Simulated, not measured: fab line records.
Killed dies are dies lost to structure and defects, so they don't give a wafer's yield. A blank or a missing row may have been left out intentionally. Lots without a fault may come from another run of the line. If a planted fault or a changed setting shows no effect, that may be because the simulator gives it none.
What tool caused it? -- flow nand-harc -- 38 wafers from 13 lots sampled at 5 of the route's 1159 steps

## WHAT EACH GAUGE READ, for each wafer
NHARC_A_CHANNEL_HOLE_D1_CD_MEAS_18.
lot,measured,on,cd-nm (nm)
L103,day 8 11:46,cd-sem-03,100 99 101
L104,day 9 00:15,cd-sem-03,97 100 104
L107,day 9 09:23,cd-sem-03,96 96 98
L108,day 9 19:42,cd-sem-01,97 92 97
L111,day 10 06:23,cd-sem-02,95 99 103
L113,day 10 10:13,cd-sem-01,96 102 99
L112,day 10 16:56,cd-sem-02,95 95 92
L116,day 11 11:36,cd-sem-02,97 97 94
L117,day 11 22:41,cd-sem-02,99 95 97
L118,day 12 07:20,cd-sem-02,98 103 99
L120,day 12 13:01,cd-sem-01,98 101
L124,day 13 11:24,cd-sem-02,101 97 98
L126,day 14 04:21,cd-sem-02,102 101 98

NHARC_END_SORT_01.
lot,measured,on,killed-at-array,killed-at-other,killed-at-periphery,killed-dies,killed-open,killed-short
L124,day 25 03:33,prober-01,18 20 21,3 2 1,4 5 0,25 27 22,5 2 3,0 1 0

## TOOL THAT RAN EACH LOT (tool first, then ch and the chambers of the sampled wafers, then the start)
lot,NHARC_A_CHANNEL_FILL_D1_ALD_14,NHARC_A_CHANNEL_FILL_D1_ETCHBACK_19,NHARC_A_CHANNEL_FILL_D1_ALD_25
L103,"ald-hk-03 ch 0,1, day 9 02:13","rie-si-02 ch 0,2, day 9 18:57","ald-hk-01 ch 1,3, day 10 09:52"
L104,"ald-hk-04 ch 1,2,3, day 9 13:24","rie-si-06 ch 0,1,2, day 10 06:13","ald-hk-04 ch 0,2,3, day 10 19:07"
L107,"ald-hk-01 ch 0,1,2, day 9 22:28","rie-si-02 ch 2,3, day 10 12:44","ald-hk-04 ch 2,3, day 11 01:30"
L108,"ald-hk-03 ch 0,3, day 10 11:11","rie-si-02 ch 0,2,3, day 11 03:59","ald-hk-03 ch 0,3, day 11 15:56"
L111,"ald-hk-03 ch 0,2,3, day 10 22:29","rie-si-06 ch 0,2, day 11 15:10","ald-hk-01 ch 0,3, day 12 03:36"
L113,"ald-hk-04 ch 0,1,3, day 11 05:12","rie-si-04 ch 0,1, day 11 23:31","ald-hk-03 ch 0,2, day 12 12:06"
L112,"ald-hk-01 ch 1,3, day 11 05:11","rie-si-02 ch 1,2,3, day 11 23:31","ald-hk-01 ch 2,3, day 12 11:29"
L116,"ald-hk-03 ch 0,1,2, day 12 01:47","rie-si-02 ch 0,1,3, day 12 19:24","ald-hk-04 ch 0,1,2, day 13 09:41"
L117,"ald-hk-01 ch 0,2,3, day 12 15:14","rie-si-04 ch 1,2,3, day 13 08:26","ald-hk-03 ch 2,3, day 13 20:11"
L118,"ald-hk-01 ch 0,1,2, day 12 21:49","rie-si-06 ch 1,2,3, day 13 14:46","ald-hk-01 ch 0,1,2, day 14 04:18"
L120,"ald-hk-01 ch 0,2, day 13 02:42","rie-si-06 ch 0,3, day 13 20:15","ald-hk-03 ch 0,3, day 14 10:52"
L124,"ald-hk-01 ch 2,3, day 14 00:32","rie-si-02 ch 0,1,3, day 14 17:29","ald-hk-04 ch 0,1,3, day 15 07:08"
L126,"ald-hk-04 ch 0,2,3, day 14 17:26","rie-si-04 ch 0,3, day 15 13:17","ald-hk-03 ch 0,1, day 16 01:17"
- NHARC_A_CHANNEL_FILL_D1_ALD_14: deposits SiO2, target thk 2.5 nm, pulse time 10 s, ald cycles 25.
- NHARC_A_CHANNEL_FILL_D1_ETCHBACK_19: etches the open film in HBr/Cl2, target depth 5 nm, time 1.7 s.
- NHARC_A_CHANNEL_FILL_D1_ALD_25: deposits SiOx, target thk 60 nm, pulse time 10 s, ald cycles 600.

## WHAT THE TOOLS THEMSELVES READ (means of the sampled wafers that have a number; where no wafer has one, the mark that the record gives instead)
NHARC_A_CHANNEL_FILL_D1_ALD_14.
lot,tool,heater-power-w (W),precursor-pulse-height-rel
L103,ald-hk-03,438,0.979
L104,ald-hk-04,498,1.011
L107,ald-hk-01,511,1.010
L108,ald-hk-03,446,1.001
L111,ald-hk-03,458,1.002
L113,ald-hk-04,487,1.016
L112,ald-hk-01,542,1.009
L116,ald-hk-03,456,1.020
L117,ald-hk-01,492,0.996
L118,ald-hk-01,513,1.010
L120,ald-hk-01,484,1.031
L124,ald-hk-01,511,1.002
L126,ald-hk-04,456,0.989

NHARC_A_CHANNEL_FILL_D1_ETCHBACK_19.
lot,tool,drypump-motor-current-A (A),oes-product-au (a.u.),throttle-valve-pct (%)
L103,rie-si-02,5.2,0.997,26.406
L104,rie-si-06,5.5,0.997,26.409
L107,rie-si-02,5.7,1.020,26.404
L108,rie-si-02,5.5,1.011,26.403
L111,rie-si-06,5.7,0.998,26.404
L113,rie-si-04,5.5,0.987,26.407
L112,rie-si-02,5.7,0.999,26.413
L116,rie-si-02,5.5,0.995,26.410
L117,rie-si-04,6.1,0.977,26.405
L118,rie-si-06,5.2,1.005,26.409
L120,rie-si-06,5.3,1.009,26.410
L124,rie-si-02,5.5,0.998,26.409
L126,rie-si-04,5.4,0.983,26.403

NHARC_A_CHANNEL_FILL_D1_ALD_25.
lot,tool,heater-power-w (W),precursor-pulse-height-rel
L103,ald-hk-01,532,0.991
L104,ald-hk-04,458,0.999
L107,ald-hk-04,454,0.987
L108,ald-hk-03,476,0.983
L111,ald-hk-01,475,0.996
L113,ald-hk-03,450,0.984
L112,ald-hk-01,518,1.010
L116,ald-hk-04,455,1.023
L117,ald-hk-03,492,0.993
L118,ald-hk-01,507,1.026
L120,ald-hk-03,446,1.014
L124,ald-hk-04,503,1.017
L126,ald-hk-03,469,0.985

## THE ANSWER, worked out from the rows above alone
Rule: usual is defined by the lots themselves. Put in order of their means at a reading, lots are off if they are a third of the lots or fewer, leave a main group of 4 or more, and stand apart from it by a gap of 3 or more times the standard deviation of the main group's means; of several such gaps the widest counts. If all means in a main group match to the digits the tables above print for the reading, that group is not used. A lot without any number at a reading at which 4 lots or more have one is off too. Where the step has rows for the other lots, those lots are counted as sound. After the gauges, taken in route order, come the tools' own readings; for these a lot's mean is taken, as printed above. The first step at which some lot is off is used, and at that step the reading that is off furthest; a lot without a number counts as furthest.
None of the lots is off at any reading shown; this tells nothing.

## WHAT WAS PUT IN BY THE SIMULATOR
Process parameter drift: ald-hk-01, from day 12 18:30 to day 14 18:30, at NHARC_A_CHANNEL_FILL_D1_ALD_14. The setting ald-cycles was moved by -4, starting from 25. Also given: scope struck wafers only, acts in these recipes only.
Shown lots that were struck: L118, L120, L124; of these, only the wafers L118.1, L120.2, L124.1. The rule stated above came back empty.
